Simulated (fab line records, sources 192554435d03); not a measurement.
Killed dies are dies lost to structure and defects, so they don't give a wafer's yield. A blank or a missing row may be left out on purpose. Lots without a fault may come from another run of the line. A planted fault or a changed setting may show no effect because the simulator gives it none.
Problem report in the 8D (eight disciplines) form, filled by code | flow n5_finfet | the parts of the form that need people (team, actions taken, sign-off) are left out

1. THE PROBLEM
ION_P at N5_BEOL_M4_RC_MEAS_101 reads a mean of 387 uA/um on 3 wafers of 1 lot; wafers without a fault read 461 uA/um with a standard deviation of 7.4. That is -10 standard deviations from the usual mean.
First seen on wafer L445.3, day 8 20:27, on prober-01. The record holds 29 wafers of 10 lots with a number at this step. Rule for "out", or "out of limits": more than 4 standard deviations from the usual mean. The other wafers with a number count as sound.

2. WHAT IT IS AND WHAT IT IS NOT
question                    | is                     | is not
which readings at this step | ION_P                  | DIBL_P, IOFF_N, ION_N, SS_N, SS_P, VT_N
which lots                  | L445                   | L440, L441, L446, L449, L454, L455, L458, L462, L463
which wafers of those lots  | all that have a number | -
read on which gauges        | prober-01              | prober-02
when                        | from day 8 20:27       | up to then (5 sound wafers); but 21 sound wafers of L446, L449, L454, L455, L458, L462, L463 came after

3. SUSPECTS, AND WHAT RULES EACH OUT
Counting: a tool at a process step up to the reading stays a suspect if it ran every lot that is out and no sound lot after the first of them.
- the gauge at N5_BEOL_M4_RC_MEAS_101: kept. All the wafers that are out were read on prober-01, and no step on other tools shows them out.
- ald_sin-03 at N5_SDB_ALD_29 (deposits SiNx, target thk 30 nm, pulse time 1 s, ald cycles 600): kept. It ran the lot that is out, L445 (day 5 00:49), and no sound lot after that; its last sound lot up to then is L441 (day 4 00:04).
- pvd_sputter-02 at N5_BEOL_M4_SPUTTER_88 (material Cu, target thk 4.5 nm, time 8.29 s): ruled out as a lasting fault. Sound lots L458, L462, L463 ran on it after its first lot that is out, L445 (day 8 17:38).
- pvd_sputter-02 at N5_BEOL_M4_SPUTTER_90 (material Cu, target thk 4.5 nm, time 8.29 s): ruled out as a lasting fault. Sound lots L458, L462, L463 ran on it after its first lot that is out, L445 (day 8 17:52).
Left after counting: ald_sin-03 at N5_SDB_ALD_29, prober-01 at N5_BEOL_M4_RC_MEAS_101.

4. THE CAUSE (what the simulator had put in)
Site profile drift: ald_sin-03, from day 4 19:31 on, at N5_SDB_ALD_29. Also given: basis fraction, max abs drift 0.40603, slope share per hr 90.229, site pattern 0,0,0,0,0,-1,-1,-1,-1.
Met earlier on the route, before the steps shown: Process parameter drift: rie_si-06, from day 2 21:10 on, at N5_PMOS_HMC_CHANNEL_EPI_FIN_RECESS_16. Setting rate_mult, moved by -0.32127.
Counting left 2 suspects, and this tool is among them.

5. THE CHAIN OF EFFECTS, in route order
Each row: a reading whose mean over the struck wafers that have a number lies more than 3 standard deviations from the usual. Only readings for which the record gives a usual standard deviation are gone through. hours: the time from each lot's start at the first step in this table that gives one to its start at this step, as a median over the lots. sigmas: the change in usual standard deviations.
hours | step                    | reading          | usual     | on struck wafers | change | sigmas
0     | N5_BEOL_M4_RC_MEAS_101  | CJ_P             | 5.79      | 6.47             | +0.68  | +3.6
0     | N5_BEOL_M4_RC_MEAS_101  | ION_P            | 461 uA/um | 387              | -74    | -10
97    | N5_PASSIVATION_PROBE_49 | sort_bin_8_speed | 0.00 %    | 88.73            | +88.73 | +99 or more
97    | N5_PASSIVATION_PROBE_49 | sort_n_pass      | 1080      | 0                | -1080  | -64
97    | N5_PASSIVATION_PROBE_49 | sort_yield_pct   | 91.5 %    | 0.0              | -91.5  | -61
The process steps in it:
- N5_PASSIVATION_PROBE_49

6. WHAT WOULD HAVE CAUGHT IT SOONER
In this record the first reading out of limits at a measuring or inspecting step was taken at day 8 20:27, 97 hours after the fault began at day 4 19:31.
Of the tool readings at N5_SDB_ALD_29 for which the record gives a usual standard deviation, none was out on any struck wafer, so an alarm limit of 4 standard deviations on them would not have fired.
All the lots that are out (1) had begun N5_SDB_ALD_29 on ald_sin-03 by day 8 20:27. A hold on the tool at that time would have spared none of them.
